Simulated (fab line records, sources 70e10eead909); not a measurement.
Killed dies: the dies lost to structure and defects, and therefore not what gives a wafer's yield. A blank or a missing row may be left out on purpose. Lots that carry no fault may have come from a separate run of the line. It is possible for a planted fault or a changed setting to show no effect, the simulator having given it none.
A lot that was struck, set against a sound lot -- flow nand_harc -- 15 out of 1302 route steps
Sound: the wafers L605.1, L605.2, L605.5. Struck: wafer L609.3 (left out: L609.1, L609.6 of the same lot, which were not struck); the cause appears at the end.
Each step with rows lists, per side, the tool, then ch with its chambers, then its first start. Under that, the readings that differ: sound wafers -- struck wafers -- difference of the means -- sigmas: that difference in standard deviations of wafers without a fault.
alike: a reading whose means differ by less than 2 such deviations, as well as words and numbers matching on both sides. not compared: withheld readings; readings where some wafer has no value; bounds like >300 that might hide an equal value; numbers whose values overlap and for which the record gives no deviation.
Wherever a step has rows on one side only, a row that says differs or no value, or a row with sigmas, the two part there. Numbers that have no deviation but don't overlap get no sigmas and don't part them. A reading that every wafer of one side lacks parts them only if that side has two wafers or more.

first, 2 steps without rows for these wafers: NHARC_A_DECK1_JOINT_ANNEAL_28 (time 1800 s); NHARC_A_DECK1_JOINT_ANNEAL_29 (time 1800 s).
NHARC_A_DECK1_JOINT_CMP_02: polishes SiOx.
  sound on cmp-03 ch 0,3, day 12 11:22; struck on cmp-04 ch 0, day 15 05:33
  alike: motor_current_A
following that, these wafers have no rows for 1 step: NHARC_A_DECK1_JOINT_SRD_15.
NHARC_A_DECK1_JOINT_DEP_16: deposits SiO2, target thk 45 nm.
  sound on pecvd-01 ch 0,1, day 12 11:58; struck on pecvd-01 ch 0, day 15 06:01
  alike: heater_power_w, mfc_precursor_sccm, throttle_valve_pct
NHARC_A_DECK1_JOINT_THK_MEAS_17: measures by ellipsometry.
  sound on film_metro-02, day 12 12:16; struck on film_metro-01, day 15 06:18
  alike: thk_nm
NHARC_A_DECK1_JOINT_INSPECT_05:
  sound on defect_inspect-02, day 12 12:18; struck on defect_inspect-01, day 15 06:20
  alike: raw_defect_count
then, no rows for these wafers at 1 step: NHARC_A_ONON_D2_DEP_00 (target thk 1000 nm).
NHARC_A_ONON_D2_THK_MEAS_02: measures by ellipsometry.
  sound on film_metro-02, day 12 12:52; struck on film_metro-02, day 15 06:56
  alike: thk_nm
then, no rows for these wafers at 1 step: NHARC_A_ONON_D2_DEP_03 (target thk 1000 nm).
NHARC_A_ONON_D2_THK_MEAS_05: measures by ellipsometry.
  sound on film_metro-01, day 12 13:26; struck on film_metro-01, day 15 07:43
reading,sound,struck,difference,sigmas
thk_nm (nm),1013 1013 1012,990,-23,-3
NHARC_A_ONON_D2_DEP_06: target thk 1000 nm.
  sound on pecvd_onon-04 ch 0, day 12 13:30; struck on pecvd_onon-02 ch 0, day 15 07:46
  alike: nh3_flow_sccm
NHARC_A_ONON_D2_THK_MEAS_08: measures by ellipsometry.
  sound on film_metro-01, day 12 14:00; struck on film_metro-01, day 15 08:17
reading,sound,struck,difference,sigmas
thk_nm (nm),1012 1014 1015,734,-280,-25
then, no rows for these wafers at 1 step: NHARC_A_ONON_D2_DEP_09 (target thk 1000 nm).
-- record jumps: 12 days between struck wafers' starts before vs after; left off in module A_ONON_D2, resumes in module END, first step shown is number 1302 of the route --
NHARC_END_SORT_01:
  sound on prober-02 ch 0, day 25 11:51; struck on prober-01 ch 0, day 27 07:20
reading,sound,struck,difference,sigmas
killed_at_array,64 62 69,673,+608,+28
killed_dies,70 68 76,677,+606,+26
  alike: killed_at_other, killed_at_periphery, killed_open, killed_short

## WHERE THEY PART
First at NHARC_A_ONON_D2_THK_MEAS_05; last, within this record, at NHARC_END_SORT_01.

WHY: whatever the simulator had introduced
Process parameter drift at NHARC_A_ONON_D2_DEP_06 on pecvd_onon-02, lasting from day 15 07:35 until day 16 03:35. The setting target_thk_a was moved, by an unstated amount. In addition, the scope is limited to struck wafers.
